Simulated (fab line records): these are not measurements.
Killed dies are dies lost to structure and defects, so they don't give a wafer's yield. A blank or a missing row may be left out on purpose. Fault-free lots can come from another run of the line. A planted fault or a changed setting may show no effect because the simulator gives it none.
Which of the tools did it? ; flow nand_harc ; Sampling: 12 lots, 36 wafers, 5 of 1302 route steps

WHAT THE GAUGES SHOWED, per wafer
NHARC_END_SORT_01. Usual: killed_at_array 57, standard deviation 20; killed_at_other 1.3, standard deviation 1.4; killed_at_periphery 3.4, standard deviation 2.4; killed_dies 61, standard deviation 19; killed_open 2.9, standard deviation 1.8; killed_short 2.5, standard deviation 1.6.
lot;measured;on;killed_at_array;killed_at_other;killed_at_periphery;killed_dies;killed_open;killed_short;flag
L305;day 29 18:43;prober-02;27 18 26;2 3 4;6 18 14;35 39 44;9 4 4;3 2 5;OFF

EACH LOT AND THE TOOL THAT RAN IT (in order: tool; ch and the chambers of the sampled wafers; start)
lot;NHARC_P_CONTACT_CVD_23;NHARC_THIN_TSV_STRIP_45;NHARC_THIN_TSV_DESCUM_35;NHARC_THIN_TSV_ETCH_36
L295;cvd_w-02 ch 0, day 6 05:26;plasma_asher-01 ch 1, day 24 07:58;rie_diel-05 ch 1,2,3, day 24 12:59;rie_metal-02 ch 0,1, day 24 13:22
L300;cvd_w-02 ch 0,1, day 8 23:14;plasma_asher-01 ch 0,1, day 26 20:22;rie_diel-05 ch 0,1,3, day 27 01:40;rie_metal-01 ch 0,1, day 27 02:03
L301;cvd_w-02 ch 0,1, day 8 23:46;plasma_asher-02 ch 0,1, day 26 19:22;rie_diel-05 ch 0,2,3, day 27 00:23;rie_metal-03 ch 0, day 27 00:46
L302;cvd_w-02 ch 0, day 9 08:31;plasma_asher-02 ch 0,1, day 27 12:40;rie_diel-05 ch 0,1,2, day 27 17:41;rie_metal-02 ch 0,1, day 27 18:04
L304;cvd_w-01 ch 0,1, day 10 00:02;plasma_asher-02 ch 0,1, day 28 19:04;rie_diel-05 ch 2,3, day 29 00:04;rie_metal-01 ch 0, day 29 00:28
L303;cvd_w-02 ch 0,1, day 10 01:22;plasma_asher-01 ch 0,1, day 27 21:34;rie_diel-06 ch 0,1,2, day 28 02:41;rie_metal-02 ch 0,1, day 28 03:04
L305;cvd_w-02 ch 0,1, day 10 19:01;plasma_asher-01 ch 0,1, day 29 05:39;rie_diel-06 ch 1,2, day 29 10:41;rie_metal-03 ch 0,1, day 29 11:05
L310;cvd_w-01 ch 0,1, day 12 20:00;plasma_asher-02 ch 0,1, day 31 00:34;rie_diel-05 ch 1,2, day 31 05:29;rie_metal-03 ch 0,1, day 31 05:52
L313;cvd_w-01 ch 0,1, day 13 19:38;plasma_asher-01 ch 0,1, day 32 15:14;rie_diel-06 ch 1,2, day 32 20:13;rie_metal-02 ch 0,1, day 32 20:50
L314;cvd_w-01 ch 1, day 14 07:18;plasma_asher-01 ch 0,1, day 32 13:55;rie_diel-01 ch 2,3, day 32 18:58;rie_metal-03 ch 0, day 32 19:34
L315;cvd_w-02 ch 0,1, day 14 11:35;plasma_asher-02 ch 0,1, day 32 12:40;rie_diel-06 ch 1,3, day 32 17:40;rie_metal-01 ch 0,1, day 32 18:04
L316;cvd_w-01 ch 0,1, day 14 21:43;plasma_asher-01 ch 0,1, day 33 02:26;rie_diel-01 ch 1,2, day 33 07:30;rie_metal-01 ch 0, day 33 07:52
- NHARC_P_CONTACT_CVD_23: deposits W, target thk 200 nm, time 557 s.
- NHARC_THIN_TSV_STRIP_45: strips in O2.
- NHARC_THIN_TSV_DESCUM_35: chemistry O2, time 3 s.
- NHARC_THIN_TSV_ETCH_36: etches the open film in Cl2/BCl3, target depth 65 nm, time 18.571 s.

WHAT THE TOOLS THEMSELVES READ (means of the sampled wafers that have a number; where no wafer has one, the mark that the record gives instead)
NHARC_P_CONTACT_CVD_23. Usual: chamber_pressure_Torr 39.99 Torr, standard deviation 0.088; heater_power_w 445 W, standard deviation 39; throttle_valve_pct 8.25 %, standard deviation 0.2.
lot;tool;chamber_pressure_Torr (Torr);heater_power_w (W);throttle_valve_pct (%);flag
L295;cvd_w-02;39.95;460;8.13;
L300;cvd_w-02;39.98;432;8.11;
L301;cvd_w-02;39.98;436;8.35;
L302;cvd_w-02;39.86;461;8.09;
L304;cvd_w-01;40.04;460;8.28;
L303;cvd_w-02;39.92;439;8.20;
L305;cvd_w-02;40.03;437;8.17;
L310;cvd_w-01;40.03;459;8.47;
L313;cvd_w-01;40.10;446;8.41;
L314;cvd_w-01;39.91;490;8.40;
L315;cvd_w-02;40.03;447;8.21;
L316;cvd_w-01;39.99;462;8.31;

NHARC_THIN_TSV_STRIP_45. Usual: drypump_motor_current_A 5.3 A, standard deviation 0.45; heater_power_w 348 W, standard deviation 8.4; temp_c 250.03 C, standard deviation 0.17.
lot;tool;drypump_motor_current_A (A);heater_power_w (W);temp_c (C);flag
L295;plasma_asher-01;5.2;354;249.94;
L300;plasma_asher-01;5.0;351;250.02;
L301;plasma_asher-02;5.8;353;250.11;
L302;plasma_asher-02;5.8;355;250.32;
L304;plasma_asher-02;5.8;355;250.00;
L303;plasma_asher-01;4.9;352;249.87;
L305;plasma_asher-01;4.9;352;250.14;
L310;plasma_asher-02;5.7;351;249.97;
L313;plasma_asher-01;4.9;344;249.91;
L314;plasma_asher-01;5.0;344;249.94;
L315;plasma_asher-02;5.7;350;250.19;
L316;plasma_asher-01;5.0;339;250.00;

NHARC_THIN_TSV_DESCUM_35. Usual: drypump_motor_current_A 5.8 A, standard deviation 0.59; oes_product_au 0.996 a.u., standard deviation 0.01; rf_vpp_V 57.8 V, standard deviation 0.86; showerhead_plenum_p_Torr 1.91 Torr, standard deviation 0.086; throttle_valve_pct 11.311 %, standard deviation 0.0082.
lot;tool;drypump_motor_current_A (A);oes_product_au (a.u.);rf_vpp_V (V);showerhead_plenum_p_Torr (Torr);throttle_valve_pct (%);flag
L295;rie_diel-05;6.2;1.001;57.4;1.94;11.320;
L300;rie_diel-05;6.1;1.005;57.3;1.92;11.317;
L301;rie_diel-05;6.2;1.001;58.9;1.97;11.312;
L302;rie_diel-05;6.1;0.996;58.1;1.92;11.311;
L304;rie_diel-05;6.3;1.006;58.7;1.98;11.308;
L303;rie_diel-06;6.3;0.993;58.1;1.83;11.314;
L305;rie_diel-06;6.1;1.003;57.3;1.80;11.319;
L310;rie_diel-05;6.1;1.005;57.5;1.89;11.309;
L313;rie_diel-06;6.1;0.997;56.9;1.80;11.313;
L314;rie_diel-01;5.5;0.996;58.1;2.01;11.311;
L315;rie_diel-06;5.4;0.992;57.1;1.78;11.307;
L316;rie_diel-01;5.6;0.997;57.6;2.05;11.316;

NHARC_THIN_TSV_ETCH_36. Usual: drypump_motor_current_A 5.7 A, standard deviation 0.54; oes_product_au 0.996 a.u., standard deviation 0.0093.
lot;tool;drypump_motor_current_A (A);oes_product_au (a.u.);flag
L295;rie_metal-02;5.3;0.998;
L300;rie_metal-01;5.2;1.004;
L301;rie_metal-03;6.4;0.993;
L302;rie_metal-02;5.5;0.986;
L304;rie_metal-01;5.1;0.992;
L303;rie_metal-02;5.3;0.984;
L305;rie_metal-03;6.4;0.996;
L310;rie_metal-03;6.4;0.993;
L313;rie_metal-02;5.3;0.997;
L314;rie_metal-03;6.4;0.998;
L315;rie_metal-01;5.2;0.999;
L316;rie_metal-01;5.0;0.994;

THE ANSWER, worked out from the rows above alone
Rule: a lot is off if the mean of its wafers that have a number lies more than 3 standard deviations from the usual mean. Also off: a lot with no number at a reading for which 4 or more lots have one. The other lots that the step has rows for count as sound. First the gauges in route order, then the tools' own readings, where a lot's mean is used as printed above. At the first step where some lot is off, the reading lying furthest off is the one used; lots without a number count as furthest.
Off: L305, at NHARC_END_SORT_01 (killed_at_periphery). Neither off nor sound, because the step has no rows for them: L295, L300, L301, L302, L304, L303, L310, L313, L314, L315, L316.
A tool fits if, at a process step before that reading, it ran every lot that is off, and no sound lot after the first of them. The gauges at NHARC_END_SORT_01 are tried like those tools. Can't be told from this: 5 tools fit, cvd_w-02 at NHARC_P_CONTACT_CVD_23, plasma_asher-01 at NHARC_THIN_TSV_STRIP_45, rie_diel-06 at NHARC_THIN_TSV_DESCUM_35, rie_metal-03 at NHARC_THIN_TSV_ETCH_36, prober-02 at NHARC_END_SORT_01.

WHAT THE SIMULATOR HAD INSERTED
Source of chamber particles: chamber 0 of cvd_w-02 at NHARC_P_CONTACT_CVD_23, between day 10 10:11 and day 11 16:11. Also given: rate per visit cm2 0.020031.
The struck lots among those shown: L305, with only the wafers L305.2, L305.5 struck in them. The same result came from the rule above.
